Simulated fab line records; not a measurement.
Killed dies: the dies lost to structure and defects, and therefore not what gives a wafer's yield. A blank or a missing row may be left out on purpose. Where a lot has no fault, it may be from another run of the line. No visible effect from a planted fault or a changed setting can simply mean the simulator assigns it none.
Check for tools in common    flow nand-harc    42 wafers sampled across 12 lots

WHAT PROMPTED THE OPENING
At NHARC_A_ONON_D1_THK_MEAS_05 the reading thk-nm is flagged on 2 of 12 lots. Wafers without a fault read 998 nm, standard deviation 9.4.
Rule: flag the lot when none of its wafers has a number, or when each of its wafers that has one lies beyond 4 standard deviations from that mean. The other lots count as sound.

lot   measured      on             thk-nm (nm), wafer by wafer  flag
L425  day 7 18:11   film-metro-01  1008 1008 1009               
L426  day 8 05:19   film-metro-01  999 1001 999                 
L427  day 8 12:59   film-metro-01  1004 1003 1003               
L433  day 11 05:49  film-metro-02  622 622 624 623 623 623      FLAGGED
L435  day 12 04:20  film-metro-02  647 649 647 650 647 650      FLAGGED
L440  day 13 17:56  film-metro-02  980 980 980                  
L442  day 14 23:12  film-metro-01  1001 1002 1000               
L443  day 15 08:08  film-metro-02  997 1000 996                 
L444  day 15 17:53  film-metro-01  1001 1000 999                
L445  day 16 05:32  film-metro-01  1008 1009 1010               
L447  day 17 05:30  film-metro-01  1004 1004 1004               
L448  day 17 05:30  film-metro-02  991 992 991                  
The numbers of the flagged lots are 636 nm on average: -362 nm against the usual, or -39 standard deviations.

TOOL THAT RAN EACH LOT
The record holds 3 process steps before the reading, out of a route of 1302 steps. Cell contents, in order: the tool; ch with the chambers the sampled wafers went through; the start.
lot   flag     NHARC_P_BONDPAD_ANNEAL_28         NHARC_A_ZERO_WELL_ETCH_19           NHARC_A_ONON_D1_DEP_03
L425           rtp-anneal-02 ch 0, day 6 15:30   rie-diel-02 ch 1,3, day 6 17:58     pecvd-onon-01 ch 0, day 7 17:40
L426           rtp-anneal-02 ch 0, day 7 04:22   rie-diel-13 ch 1,2,3, day 7 06:33   pecvd-onon-02 ch 0, day 8 04:58
L427           rtp-anneal-02 ch 0, day 7 09:35   rie-diel-03 ch 2,3, day 7 11:48     pecvd-onon-02 ch 0, day 8 12:35
L433  FLAGGED  rtp-anneal-01 ch 0, day 10 01:36  rie-diel-03 ch 0,1,3, day 10 04:02  pecvd-onon-02 ch 0, day 11 05:19
L435  FLAGGED  rtp-anneal-01 ch 0, day 11 03:41  rie-diel-03 ch 0,2,3, day 11 05:59  pecvd-onon-02 ch 0, day 12 03:53
L440           rtp-anneal-02 ch 0, day 12 17:16  rie-diel-13 ch 0,2,3, day 12 19:40  pecvd-onon-03 ch 0, day 13 17:29
L442           rtp-anneal-02 ch 0, day 13 21:49  rie-diel-13 ch 0,1,2, day 14 00:28  pecvd-onon-02 ch 0, day 14 22:44
L443           rtp-anneal-01 ch 0, day 14 07:50  rie-diel-03 ch 0,1,2, day 14 10:17  pecvd-onon-03 ch 0, day 15 07:37
L444           rtp-anneal-01 ch 0, day 14 16:49  rie-diel-13 ch 2,3, day 14 19:17    pecvd-onon-01 ch 0, day 15 17:23
L445           rtp-anneal-02 ch 0, day 15 03:22  rie-diel-13 ch 0,2,3, day 15 05:34  pecvd-onon-02 ch 0, day 16 05:08
L447           rtp-anneal-02 ch 0, day 16 02:17  rie-diel-13 ch 0,1,3, day 16 04:40  pecvd-onon-03 ch 0, day 17 05:03
L448           rtp-anneal-01 ch 0, day 16 05:25  rie-diel-13 ch 0,1, day 16 07:41    pecvd-onon-01 ch 0, day 17 05:10
These steps, and what they do:
- NHARC_P_BONDPAD_ANNEAL_28: time 90 s.
- NHARC_A_ZERO_WELL_ETCH_19: etches the open film in N2/H2, target depth 80 nm, overetch 24 nm, time 87.88 s.
- NHARC_A_ONON_D1_DEP_03: target thk 1000 nm.
- NHARC_A_ONON_D1_THK_MEAS_05: measures by ellipsometry.

FLAGGED AGAINST TOTAL, ONE TOOL AT A TIME (gauges that did the reading follow at the end)
step                         tool           lots run  flagged  share of the flagged lots  sound lots run after its first flagged lot
NHARC_P_BONDPAD_ANNEAL_28    rtp-anneal-01  5         2        all                        3 (L443,L444,L448)
NHARC_P_BONDPAD_ANNEAL_28    rtp-anneal-02  7         0        none                       -
NHARC_A_ZERO_WELL_ETCH_19    rie-diel-02    1         0        none                       -
NHARC_A_ZERO_WELL_ETCH_19    rie-diel-03    4         2        all                        1 (L443)
NHARC_A_ZERO_WELL_ETCH_19    rie-diel-13    7         0        none                       -
NHARC_A_ONON_D1_DEP_03       pecvd-onon-01  3         0        none                       -
NHARC_A_ONON_D1_DEP_03       pecvd-onon-02  6         2        all                        2 (L442,L445)
NHARC_A_ONON_D1_DEP_03       pecvd-onon-03  3         0        none                       -
NHARC_A_ONON_D1_THK_MEAS_05  film-metro-01  7         0        none                       -
NHARC_A_ONON_D1_THK_MEAS_05  film-metro-02  5         2        all                        3 (L440,L443,L448)

WHAT THE TABLE PERMITS
4 rows of the table ran every flagged lot: rtp-anneal-01 at NHARC_P_BONDPAD_ANNEAL_28, rie-diel-03 at NHARC_A_ZERO_WELL_ETCH_19, pecvd-onon-02 at NHARC_A_ONON_D1_DEP_03, film-metro-02 at NHARC_A_ONON_D1_THK_MEAS_05.
- rtp-anneal-01 at NHARC_P_BONDPAD_ANNEAL_28: 2 of its 5 lots flagged. Sound lots followed the first flagged one (L443, L444, L448) on it, something a lasting fault affecting the whole tool could not allow.
- rie-diel-03 at NHARC_A_ZERO_WELL_ETCH_19: 2 of its 4 lots flagged. Sound lots followed the first flagged one (L443) on it, something a lasting fault affecting the whole tool could not allow.
- pecvd-onon-02 at NHARC_A_ONON_D1_DEP_03: 2 of its 6 lots flagged. Sound lots followed the first flagged one (L442, L445) on it, something a lasting fault affecting the whole tool could not allow.
- film-metro-02 at NHARC_A_ONON_D1_THK_MEAS_05: 2 of its 5 lots flagged. Sound lots followed the first flagged one (L440, L443, L448) on it, something a lasting fault affecting the whole tool could not allow.
Not one row of the table ran every flagged lot while running no sound lot after the first.

WHAT THE SIMULATOR HAD PUT IN
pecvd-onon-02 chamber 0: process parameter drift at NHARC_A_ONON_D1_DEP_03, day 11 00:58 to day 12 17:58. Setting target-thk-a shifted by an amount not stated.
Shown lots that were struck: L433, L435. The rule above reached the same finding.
